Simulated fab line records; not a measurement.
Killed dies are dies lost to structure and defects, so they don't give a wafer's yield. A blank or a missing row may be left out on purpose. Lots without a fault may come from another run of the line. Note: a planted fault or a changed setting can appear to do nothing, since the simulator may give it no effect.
fab line records | flow n5-finfet
[record] lots = 7 wafers = 21
route steps=1938 shown BEOL_M5@1142 BEOL_M7@1299 BEOL_M8@1359 BEOL_M9@1408
start-h: hours from the record's first day to the start of the lot's first wafer shown | wait-h: time in hours since the lot's previous step | " as in the row above | L1.1+2: one row covering several wafers at once | - no value present, or no start provided | * or withheld: withheld | < > ~ a bound
route shown NAME@n: names a module that has steps shown in the file, with the first one's number in the route | usual: average and standard deviation across the fault-free wafers | same: alike in all rows | chamber/n: place in a boat | sites: the reading at each site | _std_site: the values' standard deviation | _edge_site: mean of outer sites minus mean of inner sites | radius-mm: for every site, how far away it sits from the centre of the wafer | mask NAME#n: copy n | behind: the last tool/chamber to shape the wafer | hold: why the lot was held/for how many hours/how that ended | device: the n, p or np transistor that did not switch | end of line: the tests these same wafers got at the end of their route | where a step has no rows: the recipe by itself | killed: dies lost to structure and defects at the first sort, not the wafer's yield | map: dies across one wafer; x = killed, . = not, _ = none there
set.NAME: the setting as run; set.NAME@STEP: as run at that earlier step | model.NAME: the simulator's own value behind a step, which no gauge read
lots where settings were altered on purpose, with a table for each step and a row for each wafer
[[steps]]
[step N5_BEOL_M5_COAT_22]
[recipe] resist = CAR-EUV spin-rpm = 1500 resist-thk-nm = 30
// columns lot.wafer tool chamber start-h wait-h set.spin-rpm model.CAR-EUV_of_BEOL_M5_COAT_22.thk-nm
L080.1 litho-track-04 0 - - 1444 30.6
L080.3+6 " 0 " " 1500 30
L082.2+4 litho-track-03 0 - - 1375 31.4
L082.6 " 0 " " 1500 30.2
L083.2+3+5 litho-track-05 0 - - 1500 29.8
L084.3+4 litho-track-04 0 - - 1500 30
L084.5 " 0 " " 1500 30.2
L088.1+3 litho-track-05 0 - - 1421 30.8
L088.5 " 0 " " 1500 30.2
L097.1 litho-track-05 0 - - 1500 30.2
L097.4 " 0 " " 1500 30
L097.6 " 0 " " 1416 31
L096.1+2+5 litho-track-04 0 - - 1500 30
[step N5_BEOL_M5_EBR_24]
[recipe] solvent = PGMEA ebr-width-mm = 1.5
[step N5_BEOL_M5_SOFTBAKE_23]
[recipe] temp-c = 110 time-s = 60 resist = CAR-EUV
[step N5_BEOL_M5_EXPOSE_25]
[recipe] mask-id = V4 na = 0.33 source-shape = quasar sigma-inner = 0.2 sigma-outer = 0.6 polarization = unpolarized defocus-nm = 10 dose-mj = 52.75
[step N5_BEOL_M5_PEB_26]
[recipe] peb-temp-c = 100 peb-time-s = 60 resist = CAR-EUV
[step N5_BEOL_M5_DEVELOP_27]
[recipe] develop-time-s = 30 developer = TMAH resist = CAR-EUV rinse-liquid = surfactant-rinse dry = air-spin dev-temp-c = 23
// columns lot.wafer tool chamber start-h wait-h set.spin-rpm@BEOL_M5_COAT_22 model.CAR-EUV_of_BEOL_M5_COAT_22.thk-nm
L080.1 litho-track-03 0 - - 1444 30.2
L080.3+6 " 0 " " 1500 29.6
L082.2+4 litho-track-05 0 - - 1375 31
L082.6 " 0 " " 1500 29.6
L083.2+3+5 litho-track-03 0 - - 1500 29.4
L084.3+4 litho-track-04 0 - - 1500 29.6
L084.5 " 0 " " 1500 29.8
L088.1+3 litho-track-04 0 - - 1421 30.4
L088.5 " 0 " " 1500 29.6
L097.1+4 litho-track-05 0 - - 1500 29.6
L097.6 " 0 " " 1416 30.4
L096.1 litho-track-05 0 - - 1500 29.6
L096.2+5 " 0 " " 1500 29.4
[step N5_BEOL_M5_DESCUM_33]
[recipe] chemistry = O2 time-s = 7 source-power-w = 50 bias-power-w = 20 pressure-mtorr = 20 rf-frequency-hz = 2.712e+07 temp-c = 40 resist = CAR-EUV o2-flow-sccm = 225
[step N5_BEOL_M5_ETCH_75]
[recipe] chemistry = N2/H2 target = underlayer target-depth-a = 65 mask-material = CAR-EUV time-s = 5.2 ion-energy-ev = 200 pressure-mtorr = 30 source-w = 840 bias-w = 150 n2-flow-sccm = 200 h2-flow-sccm = 200 ends = cleared
// columns lot.wafer tool chamber start-h wait-h set.spin-rpm@BEOL_M5_COAT_22 model.CAR-EUV_of_BEOL_M5_COAT_22.thk-nm
L080.1 rie-diel-04 2 213.50 0.0 1444 20.8
L080.3+6 " 0,2 " " 1500 20.4
L082.2+4 rie-diel-03 1,3 218.85 0.0 1375 21.6
L082.6 " 2 " " 1500 20.4
L083.2+3 rie-diel-04 2,0 236.46 0.0 1500 20.2
L083.5 " 3 " " 1500 20
L084.3+4+5 rie-diel-02 3,1,0 256.92 0.0 1500 20.4
L088.1 rie-diel-02 3 266.68 0.0 1421 21.4
L088.3 " 0 " " 1421 21
L088.5 " 3 " " 1500 20.6
L097.1+4 rie-diel-03 3,1 324.54 0.0 1500 20.2
L097.6 " 3 " " 1416 21
L096.1 rie-diel-03 0 326.56 0.0 1500 20.4
L096.2+5 " 1,2 " " 1500 20.2
[step N5_BEOL_M7_DESCUM_33]
[recipe] chemistry = O2 time-s = 7 source-power-w = 50 bias-power-w = 20 pressure-mtorr = 20 rf-frequency-hz = 2.712e+07 temp-c = 40 resist = CAR-EUV o2-flow-sccm = 225
// columns lot.wafer tool chamber start-h wait-h set.time-s model.CAR-EUV_of_BEOL_M7_COAT_22.thk-nm
L080.1+6 rie-diel-04 3 236.03 0.3 7 26
L080.3 " 2 " " 5.971 26.6
L082.2 rie-diel-04 2 237.88 0.0 7 26.2
L082.4 " 1 " " 7 26
L082.6 " 3 " " 8.41 25.4
L083.2 rie-diel-04 0 256.37 0.0 7 26.2
L083.3 " 3 " " 6.424 26.2
L083.5 " 0 " " 7 26
L084.3 rie-diel-02 3 284.52 0.0 7.529 25.8
L084.4 " 3 " " 7 26
L084.5 " 0 " " 7.529 25.6
L088.1+3 rie-diel-04 1,3 292.03 0.0 7.882 25.6
L088.5 " 0 " " 7 26
L097.1 rie-diel-04 3 344.25 0.0 7 26.2
L097.4 " 1 " " 7 26
L097.6 " 3 " " 7.424 25.8
L096.1 rie-diel-04 0 344.90 0.5 7 26.2
L096.2+5 " 3,2 " " 7 26
[step N5_BEOL_M7_ETCH_72]
[recipe] chemistry = N2/H2 target = underlayer target-depth-a = 65 mask-material = CAR-EUV time-s = 5.2 ion-energy-ev = 200 pressure-mtorr = 30 source-w = 840 bias-w = 150 n2-flow-sccm = 200 h2-flow-sccm = 200 ends = cleared
// columns lot.wafer tool chamber start-h wait-h set.time-s@BEOL_M7_DESCUM_33 model.CAR-EUV_of_BEOL_M7_COAT_22.thk-nm
L080.1+6 rie-diel-04 3 236.06 0.0 7 20.4
L080.3 " 2 " " 5.971 20.8
L082.2 rie-diel-04 2 237.91 0.0 7 20.4
L082.4 " 1 " " 7 20.2
L082.6 " 3 " " 8.41 19.6
L083.2+5 rie-diel-04 0 256.40 0.0 7 20.4
L083.3 " 3 " " 6.424 20.4
L084.3+5 rie-diel-02 3,0 284.55 0.0 7.529 20
L084.4 " 3 " " 7 20.4
L088.1+3 rie-diel-04 1,3 292.07 0.0 7.882 19.8
L088.5 " 0 " " 7 20.4
L097.1 rie-diel-04 3 344.28 0.0 7 20.4
L097.4 " 1 " " 7 20.2
L097.6 " 3 " " 7.424 20
L096.1 rie-diel-04 0 344.93 0.0 7 20.4
L096.2+5 " 3,2 " " 7 20.2
[step N5_BEOL_M8_COAT_22]
[recipe] resist = CAR-EUV spin-rpm = 1500 resist-thk-nm = 30
// columns lot.wafer tool chamber start-h wait-h set.spin-rpm model.CAR-EUV_of_BEOL_M8_COAT_22.thk-nm
L080.1+3 litho-track-03 0 - - 1500 30.2
L080.6 " 0 " " 1409 31.2
L082.2 litho-track-01 0 - - 1610 29.2
L082.4+6 " 0 " " 1500 30
L083.2 litho-track-04 0 - - 1500 30
L083.3 " 0 " " 1581 29.2
L083.5 " 0 " " 1500 30.2
L084.3 litho-track-01 0 - - 1500 29.8
L084.4+5 " 0 " " 1500 30
L088.1+5 litho-track-03 0 - - 1500 30
L088.3 " 0 " " 1651 28.6
L097.1 litho-track-01 0 - - 1500 29.8
L097.4 " 0 " " 1500 30
L097.6 " 0 " " 1425 30.6
L096.1 litho-track-03 0 - - 1500 30
L096.2+5 " 0 " " 1500 29.8
[step N5_BEOL_M8_EXPOSE_25]
[recipe] mask-id = V7 na = 0.33 source-shape = annular sigma-inner = 0.4 sigma-outer = 0.8 polarization = unpolarized target-cd-nm = 40 dose-mj = 42.5
// columns lot.wafer tool chamber start-h wait-h mask set.dose-mj
L080.1+6 euv-scanner-02 0 243.61 - V7#0 45.2
L080.3 " 0 " " V7#0 42.5
L082.2 euv-scanner-02 0 246.10 - V7#0 45.29
L082.4+6 " 0 " " V7#0 42.5
L083.2+3 euv-scanner-02 0 270.35 - V7#0 44.74
L083.5 " 0 " " V7#0 42.5
L084.3+4+5 euv-scanner-02 0 291.49 - V7#0 42.5
L088.1+3+5 euv-scanner-01 0 299.00 - V7#0 42.5
L097.1+4+6 euv-scanner-02 0 354.51 - V7#0 42.5
L096.1+2+5 euv-scanner-02 0 356.37 - V7#0 42.5
[step N5_BEOL_M8_PEB_26]
[recipe] peb-temp-c = 100 peb-time-s = 60 resist = CAR-EUV
[step N5_BEOL_M8_DEVELOP_27]
[recipe] develop-time-s = 30 developer = TMAH resist = CAR-EUV rinse-liquid = surfactant-rinse dry = air-spin dev-temp-c = 23
// columns lot.wafer tool chamber start-h wait-h set.spin-rpm@BEOL_M8_COAT_22 model.CAR-EUV_of_BEOL_M8_COAT_22.thk-nm
L080.1+3 litho-track-04 0 - - 1500 29.8
L080.6 " 0 " " 1409 30.8
L082.2 litho-track-01 0 - - 1610 28.6
L082.4+6 " 0 " " 1500 29.6
L083.2+5 litho-track-03 0 - - 1500 29.6
L083.3 " 0 " " 1581 28.8
L084.3+4+5 litho-track-04 0 - - 1500 29.4
L088.1 litho-track-03 0 - - 1500 29.6
L088.3 " 0 " " 1651 28
L088.5 " 0 " " 1500 29.4
L097.1+4 litho-track-03 0 - - 1500 29.4
L097.6 " 0 " " 1425 30.2
L096.1+2+5 litho-track-04 0 - - 1500 29.4
[step N5_BEOL_M8_CD_MEAS_28]
[recipe] target-cd-nm = 40 landing-energy-ev = 500 detector = se-inlens
[usual] cd-nm = 40.09/0.24
// columns lot.wafer tool chamber start-h wait-h set.dose-mj@BEOL_M8_EXPOSE_25 cd-nm
L080.1 cd-sem-02 0 243.75 - 45.2 41.01
L080.3 " 0 " " 42.5 39.90
L080.6 " 0 " " 45.2 41.54
L082.2 cd-sem-03 0 246.23 - 45.29 41.47
L082.4 " 0 " " 42.5 40.08
L082.6 " 0 " " 42.5 40.08
L083.2 cd-sem-02 0 270.48 - 44.74 41.21
L083.3 " 0 " " 44.74 40.78
L083.5 " 0 " " 42.5 39.87
L084.3 cd-sem-02 0 291.61 - 42.5 40.21
L084.4 " 0 " " 42.5 39.93
L084.5 " 0 " " 42.5 40.48
L088.1 cd-sem-01 0 299.13 - 42.5 40.37
L088.3 " 0 " " 42.5 40.14
L088.5 " 0 " " 42.5 39.77
L097.1 cd-sem-02 0 354.65 - 42.5 39.92
L097.4 " 0 " " 42.5 40.13
L097.6 " 0 " " 42.5 40.01
L096.1 cd-sem-02 0 356.51 - 42.5 40.31
L096.2 " 0 " " 42.5 40.12
L096.5 " 0 " " 42.5 40.30
[step N5_BEOL_M8_DESCUM_33]
[recipe] chemistry = O2 time-s = 7 source-power-w = 50 bias-power-w = 20 pressure-mtorr = 20 rf-frequency-hz = 2.712e+07 temp-c = 40 resist = CAR-EUV o2-flow-sccm = 225
// columns lot.wafer tool chamber start-h wait-h set.dose-mj@BEOL_M8_EXPOSE_25 model.BEOL_M8.cd-nm
L080.1+6 rie-diel-01 2,1 244.58 0.7 45.2 41.4
L080.3 " 1 " " 42.5 40.2
L082.2 rie-diel-01 1 246.35 0.0 45.29 41.4
L082.4+6 " 3 " " 42.5 39.8
L083.2+3 rie-diel-06 0,1 270.60 0.0 44.74 41.2
L083.5 " 3 " " 42.5 40.2
L084.3+4+5 rie-diel-06 2,3,0 291.73 0.0 42.5 40.2
L088.1 rie-diel-01 2 299.75 0.5 42.5 40.4
L088.3+5 " 3,1 " " 42.5 40.2
L097.1+4 rie-diel-05 2,1 354.77 0.0 42.5 40.2
L097.6 " 3 " " 42.5 39.8
L096.1+2 rie-diel-05 1,2 356.63 0.0 42.5 40.4
L096.5 " 3 " " 42.5 40.2
[step N5_BEOL_M8_ETCH_72]
[recipe] chemistry = N2/H2 target = underlayer target-depth-a = 65 mask-material = CAR-EUV time-s = 5.2 ion-energy-ev = 200 pressure-mtorr = 30 source-w = 840 bias-w = 150 n2-flow-sccm = 200 h2-flow-sccm = 200 ends = cleared
// columns lot.wafer tool chamber start-h wait-h set.dose-mj@BEOL_M8_EXPOSE_25 model.BEOL_M8.cd-nm
L080.1+6 rie-diel-01 2,1 244.62 0.0 45.2 41.4
L080.3 " 1 " " 42.5 40.2
L082.2 rie-diel-01 1 246.38 0.0 45.29 41.4
L082.4+6 " 3 " " 42.5 39.8
L083.2+3 rie-diel-06 0,1 270.63 0.0 44.74 41
L083.5 " 3 " " 42.5 40.2
L084.3+4 rie-diel-06 2,3 291.76 0.0 42.5 40.2
L084.5 " 0 " " 42.5 40
L088.1 rie-diel-01 2 299.79 0.0 42.5 40.4
L088.3+5 " 3,1 " " 42.5 40.2
L097.1+4 rie-diel-05 2,1 354.80 0.0 42.5 40.2
L097.6 " 3 " " 42.5 40
L096.1+2+5 rie-diel-05 1,2,3 356.66 0.0 42.5 40.4
[step N5_BEOL_M8_ETCH_65]
[recipe] chemistry = CF4 target = SiARC target-depth-a = 156 mask-material = CAR-EUV time-s = 26 ion-energy-ev = 80 pressure-mtorr = 40 source-w = 545 bias-w = 36 Ar_flow_sccm = 100 cf4-flow-sccm = 100 ends = cleared
[step N5_BEOL_M8_ETCH_66]
[recipe] chemistry = N2/H2 target = SOC target-depth-a = 800 overetch-a = 160 mask-material = SiARC temp-c = 40 time-s = 120 ion-energy-ev = 200 pressure-mtorr = 30 source-w = 840 bias-w = 150 n2-flow-sccm = 200 h2-flow-sccm = 200
// columns lot.wafer tool chamber start-h wait-h set.dose-mj@BEOL_M8_EXPOSE_25 model.BEOL_M8.cd-nm
L080.1 rie-diel-01 2 244.66 0.0 45.2 41.4
L080.3 " 1 " " 42.5 40.2
L080.6 " 1 " " 45.2 41.6
L082.2 rie-diel-01 1 246.43 0.0 45.29 41.6
L082.4 " 3 " " 42.5 39.8
L082.6 " 3 " " 42.5 39.6
L083.2 rie-diel-06 0 270.68 0.0 44.74 41.2
L083.3 " 1 " " 44.74 41
L083.5 " 3 " " 42.5 40.2
L084.3+4 rie-diel-06 2,3 291.81 0.0 42.5 40.2
L084.5 " 0 " " 42.5 40
L088.1+3+5 rie-diel-01 2,3,1 299.83 0.0 42.5 40.2
L097.1+4+6 rie-diel-05 2,1,3 354.85 0.0 42.5 40
L096.1 rie-diel-05 1 356.71 0.0 42.5 40
L096.2 " 2 " " 42.5 40.4
L096.5 " 3 " " 42.5 40.6
[step N5_BEOL_M8_STRIP_69]
[recipe] chemistry = N2/H2 temp-c = 40 n2-flow-sccm = 200 h2-flow-sccm = 200 rf-frequency-hz = 6e+07
[step N5_BEOL_M8_STRIP_73]
[recipe] chemistry = N2/H2 temp-c = 40 n2-flow-sccm = 200 h2-flow-sccm = 200 rf-frequency-hz = 6e+07
[step N5_BEOL_M8_VIA_ETCH_34]
[recipe] chemistry = C4F6/O2 target = SiCOH_lowk target-depth-a = 1255 mask-material = SOC taper-deg = 4 time-s = 50.5 ion-energy-ev = 250 pressure-mtorr = 30 source-w = 345 bias-w = 185 Ar_flow_sccm = 300 C4F6_flow_sccm = 10 O2_flow_sccm = 10
// columns lot.wafer tool chamber start-h wait-h set.dose-mj@BEOL_M8_EXPOSE_25 model.BEOL_M8.cd-nm
L080.1 rie-diel-01 2 244.76 0.0 45.2 41.6
L080.3 " 1 " " 42.5 40.2
L080.6 " 1 " " 45.2 41.8
L082.2 rie-diel-01 1 246.53 0.0 45.29 41.6
L082.4+6 " 3 " " 42.5 39.6
L083.2 rie-diel-06 0 270.78 0.0 44.74 41.2
L083.3 " 1 " " 44.74 41
L083.5 " 3 " " 42.5 40
L084.3 rie-diel-06 2 291.91 0.0 42.5 40.2
L084.4+5 " 3,0 " " 42.5 40
L088.1+5 rie-diel-01 2,1 299.93 0.0 42.5 40.4
L088.3 " 3 " " 42.5 40.2
L097.1+6 rie-diel-05 2,3 354.95 0.0 42.5 40.2
L097.4 " 1 " " 42.5 40
L096.1 rie-diel-05 1 356.81 0.0 42.5 40
L096.2 " 2 " " 42.5 40.4
L096.5 " 3 " " 42.5 40.8
[step N5_BEOL_M9_COAT_05]
[recipe] resist = CAR-ArF spin-rpm = 1500 resist-thk-nm = 90
// columns lot.wafer tool chamber start-h wait-h set.spin-rpm model.CAR-ArF_of_BEOL_M9_COAT_05.thk-nm
L080.1+6 litho-track-01 0 - - 1583 87.8
L080.3 " 0 " " 1583 87.6
L082.2 litho-track-05 0 - - 1342 95.2
L082.4 " 0 " " 1342 95
L082.6 " 0 " " 1500 90.2
L083.2 litho-track-01 0 - - 1337 95.2
L083.3 " 0 " " 1337 95
L083.5 " 0 " " 1500 90
L084.3 litho-track-02 0 - - 1500 90
L084.4 " 0 " " 1571 87.8
L084.5 " 0 " " 1500 89.8
L088.1 litho-track-05 0 - - 1360 94.6
L088.3 " 0 " " 1360 94.8
L088.5 " 0 " " 1500 90.6
L097.1+6 litho-track-05 0 - - 1500 90
L097.4 " 0 " " 1442 91.8
L096.1+2+5 litho-track-02 0 - - 1500 90.2
[step N5_BEOL_M9_EBR_07]
[recipe] solvent = PGMEA ebr-width-mm = 1.5
[step N5_BEOL_M9_SOFTBAKE_06]
[recipe] temp-c = 110 time-s = 60 resist = CAR-ArF
[step N5_BEOL_M9_EXPOSE_08]
[recipe] mask-id = M9 na = 1.35 source-shape = dipole sigma-inner = 0.411 sigma-outer = 0.611 polarization = te dose-mj = 53.75
[step N5_BEOL_M9_PEB_09]
[recipe] peb-temp-c = withheld peb-time-s = 60 resist = CAR-ArF
[step N5_BEOL_M9_DEVELOP_10]
[recipe] develop-time-s = 30 developer = TMAH resist = CAR-ArF rinse-liquid = diw dry = air-spin dev-temp-c = 23
// columns lot.wafer tool chamber start-h wait-h set.spin-rpm@BEOL_M9_COAT_05 model.CAR-ArF_of_BEOL_M9_COAT_05.thk-nm
L080.1+6 litho-track-05 0 - - 1583 86.2
L080.3 " 0 " " 1583 85.8
L082.2 litho-track-02 0 - - 1342 93.6
L082.4 " 0 " " 1342 93.4
L082.6 " 0 " " 1500 88.4
L083.2 litho-track-01 0 - - 1337 93.6
L083.3 " 0 " " 1337 93.2
L083.5 " 0 " " 1500 88.2
L084.3+5 litho-track-05 0 - - 1500 88.2
L084.4 " 0 " " 1571 86.2
L088.1 litho-track-02 0 - - 1360 93
L088.3 " 0 " " 1360 93.2
L088.5 " 0 " " 1500 88.8
L097.1+6 litho-track-01 0 - - 1500 88.4
L097.4 " 0 " " 1442 90
L096.1+2+5 litho-track-01 0 - - 1500 88.4
[step N5_BEOL_M9_DESCUM_16]
[recipe] chemistry = O2 time-s = 7.9 source-power-w = 50 bias-power-w = 20 pressure-mtorr = 20 rf-frequency-hz = 2.712e+07 temp-c = 40 resist = CAR-ArF o2-flow-sccm = 225
// columns lot.wafer tool chamber start-h wait-h set.time-s set.spin-rpm@BEOL_M9_COAT_05 model.CAR-ArF_of_BEOL_M9_COAT_05.thk-nm
L080.1 rie-diel-02 1 251.51 0.1 8.474 1583 81
L080.3 " 3 " " 8.474 1583 80.6
L080.6 " 0 " " 7.9 1583 81.2
L082.2 rie-diel-03 0 251.53 0.1 7.9 1342 88.8
L082.4 " 2 " " 7.9 1342 88.6
L082.6 " 0 " " 7.9 1500 83.6
L083.2 rie-diel-02 1 277.69 0.0 7.9 1337 88.6
L083.3 " 0 " " 7.9 1337 88.4
L083.5 " 0 " " 7.9 1500 83.4
L084.3 rie-diel-03 1 298.30 0.7 7.9 1500 83.4
L084.4 " 0 " " 6.236 1571 82.4
L084.5 " 2 " " 6.236 1500 84.4
L088.1 rie-diel-04 1 306.68 0.5 7.9 1360 88
L088.3 " 3 " " 7.9 1360 88.2
L088.5 " 2 " " 7.9 1500 84
L097.1 rie-diel-02 0 360.24 0.1 7.9 1500 83.6
L097.4 " 2 " " 9.211 1442 84.4
L097.6 " 0 " " 9.211 1500 82.8
L096.1+2+5 rie-diel-03 3,0,2 363.14 0.2 7.9 1500 83.6
[step N5_BEOL_M9_COAT_64]
[recipe] resist = SiARC temp-c = 220 time-s = 60 spin-rpm = 1500 resist-thk-nm = 12
// columns lot.wafer tool chamber start-h wait-h set.spin-rpm model.SiARC_of_BEOL_M9_COAT_64.thk-nm
L082.2+4+6 litho-track-01 0 - - 1500 12
L080.1 litho-track-05 0 - - 1500 12
L080.3+6 " 0 " " 1567 11.8
L083.2+3+5 litho-track-01 0 - - 1500 12
L084.3+4+5 litho-track-05 0 - - 1500 12
L088.1+3+5 litho-track-01 0 - - 1500 12
L097.1 litho-track-02 0 - - 1500 12
L097.4+6 " 0 " " 1353 12.6
L096.1+2+5 litho-track-01 0 - - 1500 12
[[key]]
[split] step = N5_BEOL_M5_COAT_22 setting = spin-rpm stated = 1500 by = wafer
[response] step = N5_BEOL_M5_COAT_22 reading = model.CAR-EUV_of_BEOL_M5_COAT_22.thk-nm change = -0.143 per = 1% r = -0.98
[response] step = N5_BEOL_M5_DEVELOP_27 reading = model.CAR-EUV_of_BEOL_M5_COAT_22.thk-nm change = -0.159 per = 1% r = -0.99
[response] step = N5_BEOL_M5_ETCH_75 reading = model.CAR-EUV_of_BEOL_M5_COAT_22.thk-nm change = -0.134 per = 1% r = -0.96
[split] step = N5_BEOL_M7_DESCUM_33 setting = time-s stated = 7 by = wafer
[response] step = N5_BEOL_M7_DESCUM_33 reading = model.CAR-EUV_of_BEOL_M7_COAT_22.thk-nm change = -0.0349 per = 1% r = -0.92
[response] step = N5_BEOL_M7_ETCH_72 reading = model.CAR-EUV_of_BEOL_M7_COAT_22.thk-nm change = -0.0344 per = 1% r = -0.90
[split] step = N5_BEOL_M8_COAT_22 setting = spin-rpm stated = 1500 by = wafer
[response] step = N5_BEOL_M8_COAT_22 reading = model.CAR-EUV_of_BEOL_M8_COAT_22.thk-nm change = -0.14 per = 1% r = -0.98
[response] step = N5_BEOL_M8_DEVELOP_27 reading = model.CAR-EUV_of_BEOL_M8_COAT_22.thk-nm change = -0.15 per = 1% r = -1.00
[split] step = N5_BEOL_M8_EXPOSE_25 setting = dose-mj stated = 42.5 by = wafer
[response] step = N5_BEOL_M8_CD_MEAS_28 reading = cd-nm change = +0.214 per = 1% r = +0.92
[response] step = N5_BEOL_M8_DESCUM_33 reading = model.BEOL_M8.cd-nm change = +0.21 per = 1% r = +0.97
[response] step = N5_BEOL_M8_ETCH_72 reading = model.BEOL_M8.cd-nm change = +0.201 per = 1% r = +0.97
[response] step = N5_BEOL_M8_ETCH_66 reading = model.BEOL_M8.cd-nm change = +0.229 per = 1% r = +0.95
[response] step = N5_BEOL_M8_VIA_ETCH_34 reading = model.BEOL_M8.cd-nm change = +0.256 per = 1% r = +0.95
[split] step = N5_BEOL_M9_COAT_05 setting = spin-rpm stated = 1500 by = wafer
[response] step = N5_BEOL_M9_COAT_05 reading = model.CAR-ArF_of_BEOL_M9_COAT_05.thk-nm change = -0.459 per = 1% r = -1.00
[response] step = N5_BEOL_M9_DEVELOP_10 reading = model.CAR-ArF_of_BEOL_M9_COAT_05.thk-nm change = -0.47 per = 1% r = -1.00
[response] step = N5_BEOL_M9_DESCUM_16 reading = model.CAR-ArF_of_BEOL_M9_COAT_05.thk-nm change = -0.45 per = 1% r = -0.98
[split] step = N5_BEOL_M9_DESCUM_16 setting = time-s stated = 7.9 by = wafer
response none clear
[split] step = N5_BEOL_M9_COAT_64 setting = spin-rpm stated = 1500 by = wafer
[response] step = N5_BEOL_M9_COAT_64 reading = model.SiARC_of_BEOL_M9_COAT_64.thk-nm change = -0.0584 per = 1% r = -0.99
